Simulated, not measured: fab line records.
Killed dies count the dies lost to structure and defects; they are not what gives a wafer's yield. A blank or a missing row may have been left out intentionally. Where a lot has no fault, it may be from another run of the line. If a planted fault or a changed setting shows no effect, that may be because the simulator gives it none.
Which of the tools did it? ; flow nand_harc ; 7 lots, 21 wafers sampled, at 2 steps of a route of 1159

## WHAT THE GAUGES READ, wafer by wafer
NHARC_P_STI_INSPECT_11.
lot;measured;on;raw_defect_count
L659;day 3 02:23;defect_inspect-01;9 9 6
L661;day 3 11:58;defect_inspect-02;2 0 4
L665;day 4 13:33;defect_inspect-01;12 10 7
L667;day 4 22:55;defect_inspect-01;6 3 9
L671;day 6 00:32;defect_inspect-02;8 8 7
L674;day 6 18:08;defect_inspect-02;3 4 9
L679;day 8 00:29;defect_inspect-02;6 6 7

## WHAT TOOL EACH LOT RAN ON (gives the tool, then ch and the chambers of the sampled wafers, and finally the start)
lot;NHARC_P_ZERO_WELL_RTA_42
L659;rtp_anneal-02 ch 0, day 2 07:07
L661;rtp_anneal-02 ch 0, day 2 19:17
L665;rtp_anneal-02 ch 0, day 3 19:17
L667;rtp_anneal-02 ch 0, day 4 06:46
L671;rtp_anneal-01 ch 0, day 5 06:46
L674;rtp_anneal-02 ch 0, day 6 01:04
L679;rtp_anneal-02 ch 0, day 7 06:52
- NHARC_P_ZERO_WELL_RTA_42: time 300 s.

## THE ANSWER, worked out from the rows above alone
Rule: what is usual is taken from the lots themselves. Put in order of their means at a reading, lots are off if they are a third of the lots or fewer, leave a main group of 4 or more, and stand apart from it by a gap of 3 or more times the standard deviation of the main group's means; of several such gaps the widest counts. A main group is skipped when, at the precision printed for the reading in the tables above, its means are all equal. A lot without any number at a reading at which 4 lots or more have one is off too. All remaining lots with rows at the step are treated as sound.
None of the lots is off at any reading shown; this tells nothing.

## WHAT WAS PUT IN BY THE SIMULATOR
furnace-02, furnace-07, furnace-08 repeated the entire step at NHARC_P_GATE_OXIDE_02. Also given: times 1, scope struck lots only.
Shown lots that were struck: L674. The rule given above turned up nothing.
